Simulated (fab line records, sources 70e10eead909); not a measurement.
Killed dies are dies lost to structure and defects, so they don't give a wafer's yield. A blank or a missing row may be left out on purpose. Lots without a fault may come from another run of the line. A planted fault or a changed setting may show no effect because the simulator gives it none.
Chamber matching | flow nand_harc | NHARC_A_STAIRCASE_ALD_415 on ald_hk-03: 4 sister chambers
The step deposits SiO2, target thk 30 nm, pulse time 6 s, ald cycles 300. 8 wafers are shown with their chamber, then 9 later ones without.

WAFERS WITH THEIR CHAMBER
wafer  | chamber | heater_power_w (W) | precursor_pulse_height_rel
L078.5 | 2       | 493                | 0.989
L078.2 | 3       | 462                | 1.034
L080.2 | 0       | 323                | 0.990
L080.4 | 1       | 450                | 0.971
L080.5 | 1       | 433                | 0.987
L080.1 | 2       | 506                | 1.012
L080.3 | 3       | 475                | 1.020
L080.6 | 0       | 325                | 0.977

WAFERS WITHOUT THEIR CHAMBER
wafer  | heater_power_w (W) | precursor_pulse_height_rel
L083.3 | 505                | 0.995
L083.4 | 321                | 1.024
L083.6 | 322                | 1.024
L083.1 | 449                | 1.009
L083.2 | 457                | 1.028
L083.5 | 449                | 1.009
L090.1 | 324                | 0.992
L090.4 | 475                | 1.001
L090.6 | 312                | 1.009

WHICH CHAMBER EACH WENT THROUGH
wafer  | from the rows above          | in truth
L083.3 | 2                            | 2
L083.4 | 0                            | 0
L083.6 | 0                            | 0
L083.1 | can't be placed: 1 or 3      | 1
L083.2 | 3                            | 3
L083.5 | can't be placed: 1 or 3      | 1
L090.1 | 0                            | 0
L090.4 | can't be placed: 3 or 2 or 1 | 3
L090.6 | 0                            | 0
Placed correctly: 6 of 9. Can't be placed from these rows: 3 (the true chamber is among the candidates in 3). Placed wrongly: 0.
How it was worked out, from the rows above alone: a wafer's distance from a chamber is the root of the sum, over the readings, of the square of ((its reading less the chamber's mean) divided by the reading's scatter). The wafer belongs to the nearest chamber; if the next one is less than 2 further off, it can't be placed. A chamber's mean is the mean of its shown wafers. The scatter: the root of (the sum of the squares of (reading less its chamber's mean) over the shown wafers, divided by (wafers less chambers)).
